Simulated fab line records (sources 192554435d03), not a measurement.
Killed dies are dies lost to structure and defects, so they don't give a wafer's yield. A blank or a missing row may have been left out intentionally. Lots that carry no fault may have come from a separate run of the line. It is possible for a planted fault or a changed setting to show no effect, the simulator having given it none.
Matching of chambers :: flow n5_finfet :: N5_FIN_SAQP_ETCH_34 on rie_diel-04: 4 sister chambers
The step etches SiO2 in C4F6/O2, target depth 45 nm, time 15 s. 7 wafers are shown with their chamber, then 10 later ones without.

EACH WAFER AND ITS CHAMBER
wafer: L086.5
chamber: 3
rf_vpp_V (V): 701
drypump_motor_current_A (A): 5.5

wafer: L088.6
chamber: 2
rf_vpp_V (V): 672
drypump_motor_current_A (A): 6.0

wafer: L090.4
chamber: 2
rf_vpp_V (V): 672
drypump_motor_current_A (A): 5.9

wafer: L090.5
chamber: 1
rf_vpp_V (V): 664
drypump_motor_current_A (A): 6.2

wafer: L090.6
chamber: 0
rf_vpp_V (V): 675
drypump_motor_current_A (A): 6.1

wafer: L091.2
chamber: 0
rf_vpp_V (V): 676
drypump_motor_current_A (A): 6.1

wafer: L091.4
chamber: 1
rf_vpp_V (V): 663
drypump_motor_current_A (A): 6.2

WAFERS WHOSE CHAMBER IS MISSING
wafer: L091.6
rf_vpp_V (V): 674
drypump_motor_current_A (A): 6.1

wafer: L093.1
rf_vpp_V (V): 666
drypump_motor_current_A (A): 6.2

wafer: L093.2
rf_vpp_V (V): 673
drypump_motor_current_A (A): 6.0

wafer: L093.6
rf_vpp_V (V): 676
drypump_motor_current_A (A): 6.1

wafer: L094.1
rf_vpp_V (V): 678
drypump_motor_current_A (A): 6.1

wafer: L094.2
rf_vpp_V (V): 672
drypump_motor_current_A (A): 6.0

wafer: L094.6
rf_vpp_V (V): 675
drypump_motor_current_A (A): 5.9

wafer: L097.1
rf_vpp_V (V): 664
drypump_motor_current_A (A): 6.2

wafer: L097.2
rf_vpp_V (V): 672
drypump_motor_current_A (A): 5.9

wafer: L097.4
rf_vpp_V (V): 700
drypump_motor_current_A (A): 5.5

CHAMBER TAKEN BY EACH
wafer: L091.6
from the rows above: 0
in truth: 0

wafer: L093.1
from the rows above: 1
in truth: 1

wafer: L093.2
from the rows above: 2
in truth: 2

wafer: L093.6
from the rows above: 0
in truth: 0

wafer: L094.1
from the rows above: 0
in truth: 0

wafer: L094.2
from the rows above: 2
in truth: 2

wafer: L094.6
from the rows above: can't be placed: 0 or 2
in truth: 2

wafer: L097.1
from the rows above: 1
in truth: 1

wafer: L097.2
from the rows above: 2
in truth: 2

wafer: L097.4
from the rows above: 3
in truth: 3
Correct placement for 9 of the 10. Can't be placed from these rows: 1 (the true chamber is among the candidates in 1). 0 placed wrongly.
How it was worked out, from the rows above alone: a wafer's distance from a chamber is the root of the sum, over the readings, of the square of ((its reading less the chamber's mean) divided by the reading's scatter). If the next closest chamber is less than 2 further off than the closest, the wafer can't be placed; otherwise it belongs to the closest. Each chamber's mean is taken over the wafers shown for it. The scatter: the root of (the sum of the squares of (reading less its chamber's mean) over the shown wafers, divided by (wafers less chambers)).
